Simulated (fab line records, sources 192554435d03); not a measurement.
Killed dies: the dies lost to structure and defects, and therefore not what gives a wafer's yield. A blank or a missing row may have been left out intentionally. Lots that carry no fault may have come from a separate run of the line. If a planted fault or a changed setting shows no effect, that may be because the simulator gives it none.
Chamber matching    flow n5 finfet    4 sister chambers for N5_BEOL_M11_ETCH_66 on rie diel-01
The step etches SOC in N2/H2, target depth 120 nm, overetch 24 nm, time 180 s. 4 wafers are shown with their chamber, then 7 later ones without.

== WAFERS PAIRED WITH THEIR CHAMBERS ==
wafer   chamber  showerhead plenum p Torr (Torr)
L083.1  1        2.63
L083.2  2        2.50
L087.3  0        2.56
L087.5  3        2.50

== WAFERS WITHOUT THEIR CHAMBER ==
wafer   showerhead plenum p Torr (Torr)
L087.6  2.62
L088.1  2.49
L088.5  2.62
L088.6  2.55
L090.2  2.55
L090.4  2.50
L090.5  2.55

== WHICH CHAMBER EACH ONE RAN IN ==
wafer   from the rows above      in truth
L087.6  1                        1
L088.1  can't be placed: 2 or 3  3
L088.5  1                        1
L088.6  0                        0
L090.2  0                        0
L090.4  can't be placed: 2 or 3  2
L090.5  0                        0
Correct placement for 5 of the 7. These rows do not allow placing 2 (true chamber among the candidates in 2). Wrongly placed: 0.
How it was worked out, from the rows above alone: a wafer's distance from a chamber is the root of the sum, over the readings, of the square of ((its reading less the chamber's mean) divided by the reading's scatter). The wafer belongs to the nearest chamber; if the next one is less than 2 further off, it can't be placed. The mean given for a chamber averages the wafers shown for that chamber. The scatter (one wafer shown for each chamber): square how far every hidden wafer sits from the nearest shown wafer, average those squares and take the square root.
